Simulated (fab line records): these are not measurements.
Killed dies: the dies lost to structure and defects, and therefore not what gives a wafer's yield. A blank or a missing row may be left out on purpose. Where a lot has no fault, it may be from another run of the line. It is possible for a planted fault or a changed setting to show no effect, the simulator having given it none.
fab line records	flow nand-harc
record: lots: 6	wafers: 18	last-day: 24
route steps=1159 shown P_STI@107 P_GATE@110 END@1159
lots that met no fault: taken from a fault-free run of the same line
start-h: the number of hours between the record's first day and the start of the first shown wafer of the lot	wait-h: time in hours since the lot's previous step	" the same as in the row above	L1.1+2: several wafers, shown together as one row	- either no value or no given start	* or withheld: withheld	< > ~ a bound
route shown NAME@n: names a module that has steps shown in the file, with the first one's number in the route	usual: mean/standard deviation of fault-free wafers	same: alike in all rows	chamber/n: place in a boat	sites: each site's reading	_std_site: standard deviation of those values	_edge_site: the outer-site mean with the inner-site mean subtracted	radius-mm: how far each site lies from the wafer's centre	mask NAME#n: copy n	behind: the last tool/chamber to shape the wafer	hold: cause of the lot's hold/its duration in hours/its outcome	device: the transistor (n, p or np) that didn't switch	end of line: at the end of the route, the tests of the same wafers	step lacking rows: just its recipe	killed: at the first sort, the dies lost to defects and structure; wafer yield is something else	map: a wafer's dies, marking killed ones x, the rest . and places with no die _
set.NAME: the setting as run; set.NAME@STEP: as run at that earlier step	model.NAME: the simulator's own value behind a step, which no gauge read
lots at selected steps of the route; one table per step, one row per wafer
services: from which hour (start-h, from the record's first day; less than 0 if before it) a tool's chamber was out of use, for how many hours, and why
== steps ==
step: NHARC_P_STI_SRD_39
step: NHARC_P_STI_OXIDE_40
recipe: target-thk-a: 100	temp-c: 900	ox-time-s: 1362	material: SiO2
step: NHARC_P_STI_INSPECT_25
usual: raw-defect-count: 210/73
lot.wafer	tool	chamber	start-h	wait-h	raw-defect-count
L169.4	defect-inspect-01	-	67.16	0.4	172
L169.5	"	-	"	"	232
L169.6	"	-	"	"	187
L179.1	defect-inspect-02	-	125.70	0.4	286
L179.2	"	-	"	"	286
L179.3	"	-	"	"	276
L180.1	defect-inspect-01	-	125.72	0.4	316
L180.4	"	-	"	"	333
L180.6	"	-	"	"	156
L184.1	defect-inspect-02	-	155.15	0.4	352
L184.4	"	-	"	"	430
L184.6	"	-	"	"	272
L188.2	defect-inspect-01	-	174.47	0.4	184
L188.4	"	-	"	"	170
L188.5	"	-	"	"	160
L192.4	defect-inspect-01	-	200.33	0.4	194
L192.5	"	-	"	"	194
L192.6	"	-	"	"	118
step: NHARC_P_GATE_ETCH_69
recipe: target-depth-a: 140	chemistry: dHF	material: SiO2
step: NHARC_P_GATE_PRECLEAN_70
recipe: time-s: *	temp-c: 50	bath-age-min: 0	chemistry: SC1
step: NHARC_P_GATE_SRD_01
step: NHARC_P_GATE_OXIDE_02
recipe: target-thk-a: 375	temp-c: 950	p-h2o-torr: 720	ox-time-s: 365	material: SiO2
step: NHARC_P_GATE_DEHYDRATE_03
recipe: temp-c: 150	time-s: 120
step: NHARC_P_GATE_HMDS_04
recipe: time-s: 30
step: NHARC_P_GATE_COAT_05
recipe: spin-rpm: 4690
step: NHARC_P_GATE_SOFTBAKE_06
recipe: temp-c: 122	time-s: 95
step: NHARC_P_GATE_EBR_07
step: NHARC_P_GATE_EXPOSE_08
recipe: na: 0.6	dose-mj: 16.75	mask-id: P_HV
usual: exposure-dose-mJ-cm2: 16.751/0.018	focus-offset-nm: -0.1/0.6
lot.wafer	tool	chamber	start-h	wait-h	mask	exposure-dose-mJ-cm2	focus-offset-nm
L169.4	krf-scanner-02	0	76.18	-	P_HV#0	16.743	-0.3
L169.5	"	0	"	"	P_HV#0	16.742	-0.5
L169.6	"	0	"	"	P_HV#0	16.747	-0.3
L179.1	krf-scanner-03	-	133.57	-	P_HV#0	-	-
L179.2	"	-	"	"	P_HV#0	-	-
L179.3	"	-	"	"	P_HV#0	-	-
L180.1	krf-scanner-03	-	133.61	-	P_HV#0	-	-
L180.4	"	-	"	"	P_HV#0	-	-
L180.6	"	-	"	"	P_HV#0	-	-
L184.1	krf-scanner-01	0	163.27	-	P_HV#0	16.753	0.3
L184.4	"	0	"	"	P_HV#0	16.762	0.9
L184.6	"	0	"	"	P_HV#0	16.755	0.1
L188.2	krf-scanner-03	0	183.03	-	P_HV#0	16.751	0.1
L188.4	"	0	"	"	P_HV#0	16.808	0.3
L188.5	"	0	"	"	P_HV#0	16.760	0.1
L192.4	krf-scanner-02	0	208.51	-	P_HV#0	16.761	0.8
L192.5	"	0	"	"	P_HV#0	16.782	0.9
L192.6	"	0	"	"	P_HV#0	16.761	1.6
step: NHARC_P_GATE_PEB_09
recipe: peb-temp-c: 118	peb-time-s: 85
step: NHARC_P_GATE_DEVELOP_10
recipe: time-s: 70
step: NHARC_P_GATE_CD_MEAS_11
recipe: target-cd-nm: 1640	landing-energy-ev: 500
usual: cd-nm: 1639.9/1.7
lot.wafer	tool	chamber	start-h	wait-h	cd-nm
L169.4	cd-sem-02	0	76.32	-	1639.3
L169.5	"	0	"	"	1639.5
L169.6	"	0	"	"	1639.6
L179.1	cd-sem-03	0	133.73	-	-
L179.2	"	0	"	"	-
L179.3	"	0	"	"	-
L180.1	cd-sem-01	0	133.76	-	-
L180.4	"	0	"	"	-
L180.6	"	0	"	"	-
L184.1	cd-sem-01	0	163.43	-	1640.7
L184.4	"	0	"	"	1642.2
L184.6	"	0	"	"	1641.6
L188.2	cd-sem-02	0	183.18	-	1638.9
L188.4	"	0	"	"	1641.1
L188.5	"	0	"	"	1638.2
L192.4	cd-sem-03	0	208.66	-	1641.0
L192.5	"	0	"	"	1639.8
L192.6	"	0	"	"	1640.0
step: NHARC_P_GATE_HARDBAKE_12
recipe: temp-c: 125	time-s: 80
step: NHARC_P_GATE_DESCUM_13
recipe: time-s: 3	o2-flow-sccm: 200	ar-flow-sccm: 0	bias-power-w: 0	chemistry: O2
step: NHARC_P_GATE_ETCH_14
recipe: target-depth-a: 488	chemistry: dHF	material: SiO2
step: NHARC_P_GATE_STRIP_15
recipe: time-s: 780	temp-c: 130	chemistry: SPM
step: NHARC_P_GATE_PRECLEAN_71
recipe: time-s: *	temp-c: 50	bath-age-min: 0	chemistry: SC1
step: NHARC_P_GATE_SRD_72
step: NHARC_P_GATE_OXIDE_16
recipe: target-thk-a: 30	temp-c: 875	ox-time-s: 392	material: SiO2
step: NHARC_P_GATE_CVD_17
recipe: target-thk-a: 1500	temp-c: 620	time-s: 900	material: poly-Si
step: NHARC_P_GATE_HM_DEP_102
recipe: target-thk-a: 1200	temp-c: 400	material: aC
usual: susceptor-temp-C: 400.04/0.21	throttle-valve-pct: 35.000/0.0091
lot.wafer	tool	chamber	start-h	wait-h	susceptor-temp-C	throttle-valve-pct
L169.4	acl-dep-01	0	88.97	0.7	399.63	34.988
L169.5	"	0	"	"	399.71	35.018
L169.6	"	0	"	"	400.06	34.998
L180.1	acl-dep-01	0	147.08	1.4	400.02	35.010
L180.4	"	0	"	"	400.09	35.003
L180.6	"	0	"	"	400.07	34.999
L179.1	acl-dep-01	0	147.72	2.0	-	34.996
L179.2	"	0	"	"	-	35.002
L179.3	"	0	"	"	-	35.000
L184.1	acl-dep-03	0	179.74	3.9	399.70	34.991
L184.4	"	0	"	"	399.67	35.010
L184.6	"	0	"	"	399.72	34.996
L188.2	acl-dep-01	0	195.72	0.9	400.13	34.988
L188.4	"	0	"	"	399.99	34.998
L188.5	"	0	"	"	400.11	34.987
L192.4	acl-dep-01	0	222.41	1.3	399.99	35.004
L192.5	"	0	"	"	400.39	35.006
L192.6	"	0	"	"	399.91	34.992
step: NHARC_P_GATE_DEP_103
recipe: target-thk-a: 300	target-thk-nm: 30	temp-c: 400	flow-sccm: 200	rf-w: 350	material: SiON
usual: heater-power-w: 744/83	susceptor-temp-C: 400.00/0.18
lot.wafer	tool	chamber	start-h	wait-h	heater-power-w	susceptor-temp-C
L169.6	pecvd-02	1	89.42	0.1	781	399.53
L169.4	"	2	"	"	843	400.29
L169.5	"	0	"	"	656	400.24
L180.1	pecvd-04	0	147.95	0.8	631	400.13
L180.4	"	0	"	"	622	399.85
L180.6	"	1	"	"	692	400.06
L179.1	pecvd-02	2	148.38	0.6	782	399.98
L179.2	"	0	"	"	682	400.18
L179.3	"	1	"	"	717	399.53
L184.1	pecvd-03	2	180.46	0.6	706	400.07
L184.6	"	0	"	"	685	400.19
L184.4	"	1	"	"	759	399.93
L188.2	pecvd-02	0	196.28	0.5	717	399.87
L188.5	"	1	"	"	683	399.88
L188.4	"	2	"	"	882	400.18
L192.5	pecvd-02	2	222.84	0.2	822	400.04
L192.4	"	0	"	"	732	399.93
L192.6	"	1	"	"	687	399.80
step: NHARC_P_GATE_DEHYDRATE_18
recipe: temp-c: 150	time-s: 120
step: NHARC_P_GATE_HMDS_19
recipe: time-s: 30
step: NHARC_P_GATE_COAT_20
recipe: spin-rpm: 1500	resist-thk-nm: 90
step: NHARC_P_GATE_SOFTBAKE_21
recipe: temp-c: 105	time-s: 55
step: NHARC_P_GATE_EBR_22
step: NHARC_P_GATE_EXPOSE_23
recipe: na: 1.35	target-cd-nm: 120	dose-mj: 93.91	mask-id: P_GATE
step: NHARC_P_GATE_PEB_24
recipe: peb-temp-c: 100	peb-time-s: 65
step: NHARC_P_GATE_DEVELOP_25
recipe: develop-time-s: 35	dev-temp-c: 23
step: NHARC_P_GATE_CD_MEAS_26
recipe: target-cd-nm: 120	landing-energy-ev: 500
usual: cd-nm: 120.2/0.68
lot.wafer	tool	chamber	start-h	wait-h	cd-nm
L169.4	cd-sem-03	0	89.89	-	120.9
L169.5	"	0	"	"	120.5
L169.6	"	0	"	"	120.9
L180.1	cd-sem-01	0	148.61	-	119.5
L180.4	"	0	"	"	120.6
L180.6	"	0	"	"	120.1
L179.1	cd-sem-01	0	149.05	-	121.0
L179.2	"	0	"	"	121.1
L179.3	"	0	"	"	120.8
L184.1	cd-sem-01	0	181.08	-	119.9
L184.4	"	0	"	"	120.4
L184.6	"	0	"	"	118.8
L188.2	cd-sem-03	0	196.84	-	120.0
L188.4	"	0	"	"	120.0
L188.5	"	0	"	"	119.3
L192.4	cd-sem-01	0	223.45	-	120.6
L192.5	"	0	"	"	120.0
L192.6	"	0	"	"	119.8
step: NHARC_P_GATE_OVL_MEAS_27
usual: overlay-x-nm: 0.0/0.67	overlay-y-nm: 0.0/0.58
lot.wafer	tool	chamber	start-h	wait-h	overlay-x-nm	overlay-y-nm
L169.4	overlay-01	-	89.98	-	0.4	0.8
L169.5	"	-	"	"	0.4	0.5
L169.6	"	-	"	"	0.0	0.8
L180.1	overlay-01	-	148.69	-	-1.1	-0.7
L180.4	"	-	"	"	-1.0	-0.4
L180.6	"	-	"	"	-0.8	-0.1
L179.1	overlay-02	-	149.14	-	1.8	-0.2
L179.2	"	-	"	"	1.0	0.2
L179.3	"	-	"	"	1.5	-0.2
L184.1	overlay-02	-	181.17	-	0.1	-0.2
L184.4	"	-	"	"	0.2	0.3
L184.6	"	-	"	"	-0.5	0.7
L188.2	overlay-02	-	196.92	-	-0.7	-0.6
L188.4	"	-	"	"	-0.8	0.2
L188.5	"	-	"	"	-0.6	-0.3
L192.4	overlay-02	-	223.53	-	0.0	-0.1
L192.5	"	-	"	"	-0.1	-0.1
L192.6	"	-	"	"	-0.9	0.4
step: NHARC_P_GATE_INSPECT_28
usual: raw-defect-count: 6/3.1
lot.wafer	tool	chamber	start-h	wait-h	raw-defect-count
L169.4	defect-inspect-02	-	90.01	0.0	8
L169.5	"	-	"	"	3
L169.6	"	-	"	"	7
L180.1	defect-inspect-02	-	148.73	0.0	1040
L180.4	"	-	"	"	1075
L180.6	"	-	"	"	1079
L179.1	defect-inspect-02	-	149.18	0.0	1071
L179.2	"	-	"	"	1069
L179.3	"	-	"	"	1138
L184.1	defect-inspect-02	-	181.21	0.0	9
L184.4	"	-	"	"	6
L184.6	"	-	"	"	5
L188.2	defect-inspect-01	-	196.96	0.0	5
L188.4	"	-	"	"	3
L188.5	"	-	"	"	4
L192.4	defect-inspect-02	-	223.57	0.0	7
L192.5	"	-	"	"	4
L192.6	"	-	"	"	8
step: NHARC_P_GATE_DESCUM_31
recipe: time-s: 3	o2-flow-sccm: 200	ar-flow-sccm: 0	bias-power-w: 0	chemistry: O2
usual: drypump-motor-current-A: 5.5/0.55	oes-product-au: 1.001/0.0078	rf-vpp-V: 57.7/0.86	showerhead-plenum-p-Torr: 1.92/0.062	throttle-valve-pct: 11.311/0.0093
lot.wafer	tool	chamber	start-h	wait-h	drypump-motor-current-A	oes-product-au	rf-hours-counter-h	rf-vpp-V	showerhead-plenum-p-Torr	throttle-valve-pct
L169.5	rie-diel-11	3	90.17	0.2	5.4	0.997	-	57.5	1.86	11.311
L169.4	"	1	"	"	6.4	0.992	-	59.4	1.99	11.311
L169.6	"	2	"	"	5.6	1.005	-	57.2	1.82	11.320
L180.1	rie-diel-11	2	148.79	0.1	5.6	0.991	48	57.3	1.81	11.313
L180.4	"	1	"	"	6.4	0.997	48	56.9	1.98	11.312
L180.6	"	2	"	"	5.6	0.996	-	57.8	1.81	11.303
L179.2	rie-diel-11	0	149.25	0.1	6.1	0.997	36	57.6	1.89	11.317
L179.1	"	1	"	"	6.4	1.005	48	58.0	1.98	11.309
L179.3	"	2	"	"	5.6	1.001	49	56.5	1.81	11.305
L184.4	rie-diel-02	0	181.27	0.1	4.7	1.004	4	57.9	1.98	11.302
L184.1	"	2	"	"	5.3	1.015	3	57.9	1.90	11.318
L184.6	"	1	"	"	5.3	1.005	-	58.9	1.90	11.307
L188.2	rie-diel-03	3	197.05	0.1	6.8	1.011	51	57.5	1.90	11.309
L188.4	"	2	"	"	5.6	0.999	47	57.3	2.03	11.323
L188.5	"	3	"	"	6.7	1.014	-	59.0	1.90	11.302
L192.4	rie-diel-02	0	223.65	0.1	4.7	1.011	14	57.1	1.98	11.302
L192.5	"	2	"	"	5.4	1.007	-	58.9	1.89	11.312
L192.6	"	3	"	"	5.7	1.005	-	56.8	1.85	11.318
step: NHARC_P_GATE_ETCH_104
recipe: target-depth-a: 600	time-s: withheld	cf4-flow-sccm: 100	chf3-flow-sccm: 30	ar-flow-sccm: 0	rf-w: 500	bias-w: 200	chemistry: CF4/CHF3
usual: drypump-motor-current-A: 5.5/0.54	oes-product-au: 0.950/0.019	rf-vpp-V: 370.7/1.7	showerhead-plenum-p-Torr: 1.58/0.047	throttle-valve-pct: 16.803/0.0089
lot.wafer	tool	chamber	start-h	wait-h	drypump-motor-current-A	oes-product-au	rf-vpp-V	showerhead-plenum-p-Torr	throttle-valve-pct
L169.6	rie-diel-11	2	90.26	0.1	5.6	0.937	368.9	1.50	16.796
L169.5	"	3	"	"	5.4	0.936	370.4	1.53	16.791
L169.4	"	1	"	"	6.4	0.928	371.8	1.63	16.798
L180.4	rie-diel-11	1	148.94	0.1	6.4	0.956	373.3	1.63	16.796
L180.1	"	2	"	"	5.6	0.954	368.8	1.50	16.804
L180.6	"	0	"	"	6.1	0.959	369.2	1.56	16.819
L179.3	rie-diel-11	2	149.33	0.1	5.6	0.928	368.8	1.50	16.785
L179.2	"	3	"	"	5.4	0.931	369.8	1.53	16.794
L179.1	"	0	"	"	6.1	0.922	370.2	1.56	16.803
L184.4	rie-diel-02	3	181.57	0.3	5.7	0.945	368.6	1.53	16.794
L184.1	"	2	"	"	5.4	0.956	371.3	1.56	16.813
L184.6	"	3	"	"	5.7	0.949	368.2	1.53	16.793
L188.2	rie-diel-03	0	197.27	0.2	5.6	0.942	372.3	1.65	16.789
L188.4	"	2	"	"	5.6	0.958	372.5	1.66	16.798
L188.5	"	3	"	"	6.7	0.973	371.4	1.56	16.808
L192.4	rie-diel-02	2	223.71	0.1	5.4	0.955	369.2	1.56	16.820
L192.5	"	2	"	"	5.4	0.963	370.5	1.56	16.815
L192.6	"	3	"	"	5.7	0.962	369.5	1.53	16.787
step: NHARC_P_GATE_HM_OPEN_105
recipe: target-depth-a: 3600	o2-flow-sccm: 400	cos-flow-sccm: 20	ar-flow-sccm: 0	rf-w: 500	bias-w: 300	chemistry: O2/COS
step: NHARC_P_GATE_STRIP_106
recipe: o2-flow-sccm: 400	cos-flow-sccm: 20	ar-flow-sccm: 0	bias-w: 0	chemistry: O2/COS
step: NHARC_P_GATE_ETCH_114
recipe: target-depth-a: 300	overetch-a: 30	time-s: 16.5	ion-energy-ev: 100	cf4-flow-sccm: 80	o2-flow-sccm: 20	ar-flow-sccm: 0	rf-w: 300	bias-w: 100	chemistry: CF4/O2
usual: drypump-motor-current-A: 5.5/0.54	oes-product-au: 1.001/0.0075	rf-vpp-V: 197.9/1.2	showerhead-plenum-p-Torr: 1.34/0.041	throttle-valve-pct: 13.397/0.0092
lot.wafer	tool	chamber	start-h	wait-h	drypump-motor-current-A	oes-product-au	rf-hours-counter-h	rf-vpp-V	showerhead-plenum-p-Torr	throttle-valve-pct
L169.5	rie-diel-11	1	-	-	6.3	0.992	-	197.7	1.39	13.387
L169.6	"	2	"	"	5.6	1.011	-	195.5	1.27	13.404
L169.4	"	3	"	"	5.4	0.993	-	197.2	1.30	13.405
L180.1	rie-diel-11	0	-	-	6.1	1.000	36	196.3	1.32	13.395
L180.4	"	1	"	"	6.4	1.007	48	198.4	1.38	13.401
L180.6	"	0	"	"	6.1	0.998	-	197.5	1.32	13.397
L179.1	rie-diel-11	0	-	-	6.1	0.998	36	198.4	1.32	13.417
L179.2	"	1	"	"	6.4	0.997	49	198.2	1.38	13.414
L179.3	"	2	"	"	5.6	1.010	49	195.9	1.27	13.391
L184.4	rie-diel-02	1	-	-	5.3	1.006	4	196.4	1.32	13.409
L184.1	"	2	"	"	5.4	1.009	4	198.5	1.32	13.403
L184.6	"	0	"	"	4.7	0.996	-	199.5	1.38	13.401
L188.4	rie-diel-03	0	-	-	5.6	1.007	50	198.6	1.40	13.417
L188.2	"	3	"	"	6.8	1.013	51	197.6	1.33	13.381
L188.5	"	0	"	"	5.6	1.002	-	198.7	1.40	13.393
L192.4	rie-diel-02	3	-	-	5.7	1.000	13	196.3	1.29	13.391
L192.6	"	3	"	"	5.7	1.000	-	195.4	1.29	13.394
L192.5	"	0	"	"	4.7	0.995	-	197.9	1.38	13.393
step: NHARC_P_GATE_INSPECT_68
usual: raw-defect-count: 196/70
lot.wafer	tool	chamber	start-h	wait-h	raw-defect-count
L169.4	defect-inspect-02	-	109.54	0.1	118
L169.5	"	-	"	"	171
L169.6	"	-	"	"	168
L180.1	defect-inspect-02	-	167.19	0.2	1306
L180.4	"	-	"	"	1356
L180.6	"	-	"	"	1230
L179.1	defect-inspect-02	-	167.73	0.2	1305
L179.2	"	-	"	"	1318
L179.3	"	-	"	"	1386
L184.1	defect-inspect-01	-	200.68	0.2	322
L184.4	"	-	"	"	450
L184.6	"	-	"	"	260
L188.2	defect-inspect-02	-	218.32	0.1	193
L188.4	"	-	"	"	164
L188.5	"	-	"	"	175
L192.4	defect-inspect-02	-	242.26	0.1	157
L192.5	"	-	"	"	158
L192.6	"	-	"	"	94
step: NHARC_END_SORT_01
recipe: temp-c: 25
usual: killed-at-array: 26/10	killed-at-other: 0.5/0.87	killed-at-periphery: 3.0/2.5	killed-dies: 29/11	killed-open: 3.3/1.9	killed-short: 1.8/1.5
same: gross-dies: 677
lot.wafer	tool	chamber	start-h	wait-h	killed-at-array	killed-at-other	killed-at-periphery	killed-dies	killed-open	killed-short
L179.1	prober-02	0	499.11	2.5	48	0	629	677	4	1
L179.2	prober-02	0	499.92	2.8	37	0	640	677	5	1
L179.3	prober-02	0	500.73	3.1	42	0	635	677	1	0
L180.1	prober-01	0	511.50	2.5	19	0	658	677	2	1
L180.4	prober-01	0	513.89	3.4	24	0	653	677	2	3
L180.6	prober-01	0	515.48	4.0	23	0	654	677	2	0
killed by level:class
L179.1 P_GATE:area-expose=627 A_SLIT:chamber-film-flake=15 A_CHANNEL_HOLE_D1:chamber-film-flake=14 A_M1:chamber-film-flake=6 A_CONTACT:chamber-film-flake=4 A_WL_FILL:geometric-particle:open=3 A_STAIRCASE:chamber-film-flake=2 A_WL_FILL:geometric-particle:short=1
L179.2 P_GATE:area-expose=637 A_CHANNEL_HOLE_D1:chamber-film-flake=17 A_SLIT:chamber-film-flake=9 A_M1:chamber-film-flake=5 A_CONTACT:geometric-particle:open=2 P_M1:geometric-particle:open=1 P_BONDPAD:geometric-particle:open=1 A_ONON_D1:geometric-particle:open=1
L179.3 P_GATE:area-expose=635 A_CHANNEL_HOLE_D1:chamber-film-flake=23 A_SLIT:chamber-film-flake=12 A_M1:chamber-film-flake=6 A_CONTACT:geometric-particle:open=1
L180.1 P_GATE:area-expose=655 A_SLIT:chamber-film-flake=13 A_CHANNEL_HOLE_D1:chamber-film-flake=3 P_M0:geometric-particle:open=1 A_STAIRCASE:geometric-particle:open=1 A_SGD_CUT:geometric-particle:short=1 P_STI:chamber-film-flake=1 P_GATE:chamber-film-flake=1
L180.4 P_GATE:area-expose=647 A_SLIT:chamber-film-flake=12 P_GATE:chamber-film-flake=3 A_CHANNEL_HOLE_D1:chamber-film-flake=3 A_CONTACT:chamber-film-flake=3 A_CONTACT:geometric-particle:open=2 P_CONTACT:geometric-particle:short=1 A_CHANNEL_FILL_D1:geometric-particle:short=1
L180.6 P_GATE:area-expose=653 A_SLIT:chamber-film-flake=14 A_CHANNEL_HOLE_D1:chamber-film-flake=5 A_CONTACT:chamber-film-flake=2 A_CONTACT:geometric-particle:open=1 A_M0:geometric-particle:open=1 P_GATE:chamber-film-flake=1
map L179.1 (x killed, . not)
____________x____________
_________xxxxxxx_________
_______xxxxxxxxxxx_______
______xxxxxxxxxxxxx______
_____xxxxxxxxxxxxxxx_____
____xxxxxxxxxxxxxxxxx____
____xxxxxxxxxxxxxxxxx____
___xxxxxxxxxxxxxxxxxxx___
___xxxxxxxxxxxxxxxxxxx___
__xxxxxxxxxxxxxxxxxxxxx__
__xxxxxxxxxxxxxxxxxxxxx__
_xxxxxxxxxxxxxxxxxxxxxxx_
_xxxxxxxxxxxxxxxxxxxxxxx_
_xxxxxxxxxxxxxxxxxxxxxxx_
_xxxxxxxxxxxxxxxxxxxxxxx_
_xxxxxxxxxxxxxxxxxxxxxxx_
xxxxxxxxxxxxxxxxxxxxxxxxx
xxxxxxxxxxxxxxxxxxxxxxxxx
xxxxxxxxxxxxxxxxxxxxxxxxx
xxxxxxxxxxxxxxxxxxxxxxxxx
xxxxxxxxxxxxxxxxxxxxxxxxx
_xxxxxxxxxxxxxxxxxxxxxxx_
_xxxxxxxxxxxxxxxxxxxxxxx_
_xxxxxxxxxxxxxxxxxxxxxxx_
_xxxxxxxxxxxxxxxxxxxxxxx_
_xxxxxxxxxxxxxxxxxxxxxxx_
__xxxxxxxxxxxxxxxxxxxxx__
__xxxxxxxxxxxxxxxxxxxxx__
___xxxxxxxxxxxxxxxxxxx___
___xxxxxxxxxxxxxxxxxxx___
____xxxxxxxxxxxxxxxxx____
____xxxxxxxxxxxxxxxxx____
_____xxxxxxxxxxxxxxx_____
______xxxxxxxxxxxxx______
_______xxxxxxxxxxx_______
_________xxxxxxx_________
____________x____________
map L180.1 (x killed, . not)
____________x____________
_________xxxxxxx_________
_______xxxxxxxxxxx_______
______xxxxxxxxxxxxx______
_____xxxxxxxxxxxxxxx_____
____xxxxxxxxxxxxxxxxx____
____xxxxxxxxxxxxxxxxx____
___xxxxxxxxxxxxxxxxxxx___
___xxxxxxxxxxxxxxxxxxx___
__xxxxxxxxxxxxxxxxxxxxx__
__xxxxxxxxxxxxxxxxxxxxx__
_xxxxxxxxxxxxxxxxxxxxxxx_
_xxxxxxxxxxxxxxxxxxxxxxx_
_xxxxxxxxxxxxxxxxxxxxxxx_
_xxxxxxxxxxxxxxxxxxxxxxx_
_xxxxxxxxxxxxxxxxxxxxxxx_
xxxxxxxxxxxxxxxxxxxxxxxxx
xxxxxxxxxxxxxxxxxxxxxxxxx
xxxxxxxxxxxxxxxxxxxxxxxxx
xxxxxxxxxxxxxxxxxxxxxxxxx
xxxxxxxxxxxxxxxxxxxxxxxxx
_xxxxxxxxxxxxxxxxxxxxxxx_
_xxxxxxxxxxxxxxxxxxxxxxx_
_xxxxxxxxxxxxxxxxxxxxxxx_
_xxxxxxxxxxxxxxxxxxxxxxx_
_xxxxxxxxxxxxxxxxxxxxxxx_
__xxxxxxxxxxxxxxxxxxxxx__
__xxxxxxxxxxxxxxxxxxxxx__
___xxxxxxxxxxxxxxxxxxx___
___xxxxxxxxxxxxxxxxxxx___
____xxxxxxxxxxxxxxxxx____
____xxxxxxxxxxxxxxxxx____
_____xxxxxxxxxxxxxxx_____
______xxxxxxxxxxxxx______
_______xxxxxxxxxxx_______
_________xxxxxxx_________
____________x____________
== services ==
tool	chamber	start-h	hours	kind
rie-diel-11	0	55.90	8.9	repair
krf-scanner-01	-	56.08	1.3	repair
pecvd-03	-	62.82	0.7	repair
rie-diel-02	3	77.09	5.6	repair
krf-scanner-01	-	84.00	4.0	pm
rie-diel-11	0	85.66	21.6	repair
rie-diel-11	3	86.57	2.1	repair
rie-diel-02	2	95.94	13.9	repair
acl-dep-01	-	111.00	13.0	pm
rie-diel-03	2	125.38	6.1	repair
rie-diel-03	-	129.29	0.2	repair
rie-diel-03	0	140.09	5.1	repair
rie-diel-02	3	144.75	8.2	repair
rie-diel-02	-	150.70	9.0	pm
pecvd-02	-	153.00	13.0	pm
krf-scanner-03	-	168.00	4.0	pm
krf-scanner-02	-	171.90	2.2	repair
rie-diel-03	2	175.48	10.4	repair
krf-scanner-02	-	184.10	0.7	repair
rie-diel-02	3	184.48	4.1	repair
rie-diel-02	2	186.18	7.2	repair
rie-diel-11	-	189.50	9.0	pm
krf-scanner-02	-	210.00	4.0	pm
rie-diel-03	-	215.46	9.0	pm
== key ==
first-sign: step: NHARC_P_GATE_EXPOSE_08	reading: tool-record	direction: missing
effect: step: NHARC_P_GATE_CD_MEAS_11	reading: cd-nm	direction: missing
effect: step: NHARC_P_GATE_INSPECT_28	reading: raw-defect-count	direction: up	sigmas: 99+	usual: 6	struck: 1079
effect: step: NHARC_P_GATE_INSPECT_68	reading: raw-defect-count	direction: up	sigmas: 16	usual: 196	struck: 1317
effect: step: NHARC_END_SORT_01	reading: killed-at-periphery	direction: up	sigmas: 99+	usual: 3.0	struck: 644.8
more-kills-born-at: NHARC_P_GATE_EXPOSE_08@krf-scanner-03: 3854
met-at NHARC_P_GATE_EXPOSE_08
struck-wafers L179.1,L179.2,L179.3,L180.1,L180.4,L180.6
later-rows-left-out L179.1,L179.2,L179.3,L180.1,L180.4,L180.6
tester-left-out L179,L180
fault: kind: skipped-step-whole	tool: krf-scanner-03	chamber: -	onset-h: 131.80	steps: NHARC_P_GATE_EXPOSE_08	scope: struck-lots-only
tester-left-out: of these lots the tester's yield and bins aren't shown, on N5 and GAA mostly nor the transistor test; their killed dies are dies lost to structure and defects alone, not to doping, threshold or leakage, so they don't give the yield
later-rows-left-out: the simulator's readings of these wafers behind a module that went badly wrong aren't trusted and aren't shown, but for the sort
